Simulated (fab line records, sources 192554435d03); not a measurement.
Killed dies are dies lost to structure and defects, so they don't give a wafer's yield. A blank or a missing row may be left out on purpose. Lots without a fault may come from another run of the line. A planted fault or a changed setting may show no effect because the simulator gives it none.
Split-lot experiment | flow n5_finfet | 7 lots, 39 wafers read, on a route of 1938 steps

THE SPLIT
At N5_SD_EPI_P_DESCUM_14 (chemistry O2, time 7.9 s), the setting time_s was moved away from the recipe's 7.9 s on 15 of the 39 wafers read, by -48.9% to +56.7%. The other wafers ran this setting at the recipe's value.

The reading is taken at the split's own step.

THE READING
CAR-ArF-block_of_SD_EPI_P_COAT_03.thk_nm (the simulator's own value, which no gauge read), in nm, at N5_SD_EPI_P_DESCUM_14 (chemistry O2, time 7.9 s). The file gives no usual value for it. The 24 wafers here that ran the recipe average 143.5 nm, standard deviation 0.68 nm.

wafer  | tool, chamber at the split | time_s as run, s | against the recipe | CAR-ArF-block_of_SD_EPI_P_COAT_03.thk_nm, nm | against lot-mates on the recipe
L078.1 | rie_diel-04, 3             | 7.9              | recipe             | 143                                          | -
L078.2 | rie_diel-04, 0,1,0         | 7.9              | recipe             | 142.8                                        | -
L078.5 | rie_diel-04, 0,1,0         | 7.9              | recipe             | 142.8                                        | -
L078.6 | rie_diel-04, 0,1,0         | 7.9              | recipe             | 142.8                                        | -
L078.3 | rie_diel-04, 2             | 7.9              | recipe             | 142.4                                        | -
L078.4 | rie_diel-04, 1             | 7.9              | recipe             | 142.6                                        | -
L079.4 | rie_diel-03, 0,1           | 7.9              | recipe             | 143.8                                        | -
L079.6 | rie_diel-03, 0,1           | 7.9              | recipe             | 143.8                                        | -
L079.5 | rie_diel-03, 2             | 7.9              | recipe             | 144                                          | -
L081.1 | rie_diel-03, 2             | 4.366            | -44.7%             | 145.4                                        | +1.9
L081.2 | rie_diel-03, 0             | 7.9              | recipe             | 143.4                                        | -
L081.6 | rie_diel-03, 0             | 7.9              | recipe             | 143.4                                        | -
L081.3 | rie_diel-03, 1             | 7.9              | recipe             | 143.8                                        | -
L081.4 | rie_diel-03, 3,1           | 4.366            | -44.7%             | 145.8                                        | +2.3
L081.5 | rie_diel-03, 3,1           | 4.366            | -44.7%             | 145.8                                        | +2.3
L084.1 | rie_diel-03, 1             | 4.038            | -48.9%             | 146.4                                        | +2.2
L084.2 | rie_diel-03, 0,2,2         | 7.9              | recipe             | 144.2                                        | -
L084.4 | rie_diel-03, 0,2,2         | 7.9              | recipe             | 144.2                                        | -
L084.5 | rie_diel-03, 0,2,2         | 7.9              | recipe             | 144.2                                        | -
L084.3 | rie_diel-03, 3             | 4.038            | -48.9%             | 146.6                                        | +2.4
L084.6 | rie_diel-03, 1             | 4.038            | -48.9%             | 146.8                                        | +2.6
L085.1 | rie_diel-05, 1             | 4.469            | -43.4%             | 145.4                                        | +1.9
L085.2 | rie_diel-05, 3             | 7.9              | recipe             | 143.2                                        | -
L085.3 | rie_diel-05, 0             | 7.9              | recipe             | 143.6                                        | -
L085.5 | rie_diel-05, 0             | 7.9              | recipe             | 143.6                                        | -
L085.4 | rie_diel-05, 3,1           | 4.469            | -43.4%             | 146                                          | +2.5
L085.6 | rie_diel-05, 3,1           | 4.469            | -43.4%             | 146                                          | +2.5
L095.1 | rie_diel-03, 2             | 9.821            | +24.3%             | 141.2                                        | -1.8
L095.2 | rie_diel-03, 1,0           | 7.9              | recipe             | 142.8                                        | -
L095.5 | rie_diel-03, 1,0           | 7.9              | recipe             | 142.8                                        | -
L095.3 | rie_diel-03, 0             | 9.821            | +24.3%             | 141.8                                        | -1.2
L095.4 | rie_diel-03, 1             | 9.821            | +24.3%             | 142                                          | -1.0
L095.6 | rie_diel-03, 2             | 7.9              | recipe             | 143.4                                        | -
L097.1 | rie_diel-05, 2             | 12.38            | +56.7%             | 141.8                                        | -2.9
L097.2 | rie_diel-05, 0             | 7.9              | recipe             | 145                                          | -
L097.3 | rie_diel-05, 1             | 12.38            | +56.7%             | 142.6                                        | -2.1
L097.4 | rie_diel-05, 0             | 12.38            | +56.7%             | 142.2                                        | -2.5
L097.5 | rie_diel-05, 2             | 7.9              | recipe             | 144.6                                        | -
L097.6 | rie_diel-05, 1             | 7.9              | recipe             | 144.4                                        | -
Where a row lists several chambers, the file gives one row for several wafers and doesn't say which wafer went through which chamber.

THE FIT
A straight line over all 39 wafers: CAR-ArF-block_of_SD_EPI_P_COAT_03.thk_nm changes by -0.0454 nm for each +1% of time_s; r = -0.87; the points scatter about the line by 0.74 nm.
The same after taking each lot's own level away (the mean of its wafers on the recipe; 39 wafers): -0.0481 nm for each +1%; r = -0.98; scatter 0.26 nm.
On that fit, the largest move of time_s shifts the reading by 2.7 nm.
The lots' own levels span 142.73 to 144.67 nm, that is 2.8 times the standard deviation above.
So the lot-to-lot level changes the slope little: the two slopes agree.
Check: with one of the wafers moved furthest among these (+56.7%) left out of the fit, the line predicts -2.67 nm for it against its lot-mates. It came out at -2.87 nm against them.

THE FILE'S OWN FIT
CAR-ArF-block_of_SD_EPI_P_COAT_03.thk_nm changes by -0.0482 nm for each +1% of time_s, r = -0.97.
